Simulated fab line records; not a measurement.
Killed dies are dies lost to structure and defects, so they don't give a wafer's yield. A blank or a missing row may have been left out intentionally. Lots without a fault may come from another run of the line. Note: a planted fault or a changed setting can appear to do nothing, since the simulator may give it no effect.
8D (eight disciplines) problem report, filled in by code | flow nand-harc | the parts of the form that need people (team, actions taken, sign-off) are left out

## 1. THE ISSUE
Wafers with no fault read 0.949 a.u. with a standard deviation of 0.016, whereas oes-product-au at NHARC_A_STAIRCASE_ETCH_17 reads a mean of 0.795 a.u. on 1 wafer of 1 lot. That is -9.6 standard deviations from the usual mean.
The step: etches the open film in C4F8/O2, target depth 100 nm, time 40.5 s.
Seen first at day 19 15:49 on rie-diel-06, wafer L236.3. The record holds 37 wafers of 13 lots with a number at this step. By rule, "out" or "out of limits" means more than 4 standard deviations away from the usual mean. Any other wafer with a number is counted as sound.

## 2. WHAT IT IS; WHAT IT IS NOT
question                    | is                     | is not
which readings at this step | oes-product-au         | rf-vpp-V
which lots                  | L236                   | L227, L228, L229, L230, L231, L232, L233, L241, L243, L246, L248, L250
which wafers of those lots  | all that have a number | -
read on which tools         | rie-diel-06            | rie-diel-05, rie-diel-12
when                        | from day 19 15:49      | up to then (21 sound wafers); but 15 sound wafers of L241, L243, L246, L248, L250 came after

## 3. WHAT RULES OUT EACH SUSPECT
Counting: any tool at a process step up to the reading is kept as a suspect provided that every lot that is out went through it and no sound lot did after the first of them.
- rie-diel-06 at NHARC_A_STAIRCASE_DESCUM_11 (chemistry O2, time 3 s): kept. It ran the lot that is out, L236 (day 19 15:08), and no sound lot after that; its last sound lot up to then is L233 (day 17 23:20).
- rie-diel-06 at NHARC_A_STAIRCASE_ETCH_17 (etches the open film in C4F8/O2, target depth 100 nm, time 40.5 s): kept. It ran the lot that is out, L236 (day 19 15:49), and no sound lot after that; its last sound lot up to then is L233 (day 18 00:31). On those wafers its own readings are out: oes-product-au.
The count leaves rie-diel-06 at NHARC_A_STAIRCASE_ETCH_17 and rie-diel-06 at NHARC_A_STAIRCASE_DESCUM_11.

## 4. THE CAUSE (what the simulator had put in)
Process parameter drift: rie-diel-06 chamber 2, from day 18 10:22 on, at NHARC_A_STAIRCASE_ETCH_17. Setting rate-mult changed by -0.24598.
Counting left 2 suspects, and this tool is among them.

## 5. THE EFFECT CHAIN, in route order
Rows list readings where the struck wafers' mean (over those with a number) sits beyond 3 standard deviations from the usual. Readings are gone through only where the record gives a usual standard deviation; hours: the median, over the lots, of the time from a lot's start at the first step in this table giving one to that lot's start at this step; sigmas: the change measured in usual standard deviations.
hours | step                      | reading        | usual      | on struck wafers | change | sigmas
0     | NHARC_A_STAIRCASE_ETCH_17 | oes-product-au | 0.949 a.u. | 0.795            | -0.154 | -9.6
Here are the process steps it includes:
- NHARC_A_STAIRCASE_ETCH_17: etches the open film in C4F8/O2, target depth 100 nm, time 40.5 s.

## 6. HOW IT WOULD HAVE BEEN CAUGHT EARLIER
The fault began at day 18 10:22; the first out-of-limits reading in this record came at day 19 15:49, 29 hours later.
